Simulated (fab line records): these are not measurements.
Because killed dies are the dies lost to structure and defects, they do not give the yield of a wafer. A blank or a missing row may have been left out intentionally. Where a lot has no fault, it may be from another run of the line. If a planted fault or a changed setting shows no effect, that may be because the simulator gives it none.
Matching of chambers ; flow nandHarc ; NHARC_A_STAIRCASE_ETCH_313 on rieDiel-13 has 4 sister chambers
The step etches the open film in CF4/CHF3. 18 wafers are shown with their chamber, then 9 later ones without.

== WAFERS PAIRED WITH THEIR CHAMBERS ==
wafer;chamber;drypumpMotorCurrentA (A);showerheadPlenumPTorr (Torr);rfVppV (V)
L077.2;1;5.8;1.50;367.7
L077.4;0;5.9;1.57;369.0
L077.6;2;5.2;1.69;373.9
L079.1;1;5.8;1.50;367.0
L079.3;3;6.1;1.47;366.4
L079.6;3;6.1;1.47;367.8
L081.2;0;5.9;1.57;369.9
L081.4;2;5.2;1.68;375.3
L081.5;0;5.9;1.57;369.7
L080.1;3;6.1;1.47;367.9
L080.5;3;6.1;1.47;366.1
L080.6;0;5.9;1.56;371.3
L085.1;3;6.1;1.47;367.1
L085.5;3;6.0;1.47;368.2
L085.6;0;5.9;1.56;370.6
L087.2;0;5.9;1.56;369.7
L087.3;2;5.2;1.68;373.7
L087.4;3;6.1;1.46;365.9

SIGNATURES, as means of the wafers listed above
reading;chamber 0;chamber 1;chamber 2;chamber 3;scatter within a chamber
drypumpMotorCurrentA;5.900;5.800;5.200;6.086;0.0247
showerheadPlenumPTorr;1.5650;1.5000;1.6833;1.4686;0.00465
rfVppV;370.033;367.350;374.300;367.057;0.856
Rule: a wafer's distance from a chamber is the root of the sum, over the readings, of the square of ((its reading less the chamber's mean) divided by the reading's scatter). If the next closest chamber is less than 2 further off than the closest, the wafer can't be placed; otherwise it belongs to the closest. The scatter is the square root of a quotient: the sum, over the shown wafers, of each reading's squared deviation from its chamber's mean, divided by wafers minus chambers.

== WAFERS MISSING THEIR CHAMBER ==
wafer;drypumpMotorCurrentA (A);showerheadPlenumPTorr (Torr);rfVppV (V)
L091.1;5.2;1.68;373.7
L091.3;5.8;1.50;368.0
L091.5;5.8;1.50;369.0
L092.2;6.1;1.46;367.4
L092.4;5.2;1.68;375.5
L092.5;5.8;1.50;369.6
L093.2;5.9;1.56;371.2
L093.3;5.8;1.50;368.5
L093.5;5.8;1.50;368.5

== EACH ONE'S CHAMBER ==
wafer;from the rows above;in truth
L091.1;2;2
L091.3;1;1
L091.5;1;1
L092.2;3;3
L092.4;2;2
L092.5;1;1
L093.2;0;0
L093.3;1;1
L093.5;1;1
9 of 9 placed correctly. Not placeable from these rows: 0. Number placed wrongly: 0.
